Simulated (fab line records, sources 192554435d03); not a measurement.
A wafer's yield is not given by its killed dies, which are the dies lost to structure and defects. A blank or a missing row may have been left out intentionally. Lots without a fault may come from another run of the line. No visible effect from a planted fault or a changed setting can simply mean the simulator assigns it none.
Chamber matching | flow n5_finfet | N5_BEOL_M2_ETCH_63 on rie_diel-01: 4 sister chambers
The step etches SiARC in CF4, target depth 15.6 nm, time 26 s. 4 wafers are shown with their chamber, then 9 later ones without.

## WAFERS PAIRED WITH THEIR CHAMBERS
wafer  | chamber | drypump_motor_current_A (A)
L088.3 | 2       | 5.3
L091.1 | 0       | 5.2
L091.3 | 3       | 6.5
L091.6 | 1       | 6.0

## WAFERS WITH NO CHAMBER GIVEN
wafer  | drypump_motor_current_A (A)
L094.1 | 6.6
L094.4 | 6.6
L094.5 | 6.6
L096.1 | 6.6
L096.3 | 6.0
L096.6 | 5.3
L097.2 | 6.6
L097.3 | 5.3
L097.5 | 6.0

## CHAMBER TAKEN BY EACH
wafer  | from the rows above     | in truth
L094.1 | 3                       | 3
L094.4 | 3                       | 3
L094.5 | 3                       | 3
L096.1 | 3                       | 3
L096.3 | 1                       | 1
L096.6 | can't be placed: 2 or 0 | 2
L097.2 | 3                       | 3
L097.3 | can't be placed: 2 or 0 | 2
L097.5 | 1                       | 1
Placed correctly: 7 of 9. Cannot be placed on the basis of these rows: 2; the candidates contain the true chamber in 2. Number placed wrongly: 0.
How it was worked out, from the rows above alone: a wafer's distance from a chamber is the root of the sum, over the readings, of the square of ((its reading less the chamber's mean) divided by the reading's scatter). The wafer belongs to the nearest chamber; if the next one is less than 2 further off, it can't be placed. The mean given for a chamber averages the wafers shown for that chamber. The scatter (one wafer shown for each chamber): square how far every hidden wafer sits from the nearest shown wafer, average those squares and take the square root.
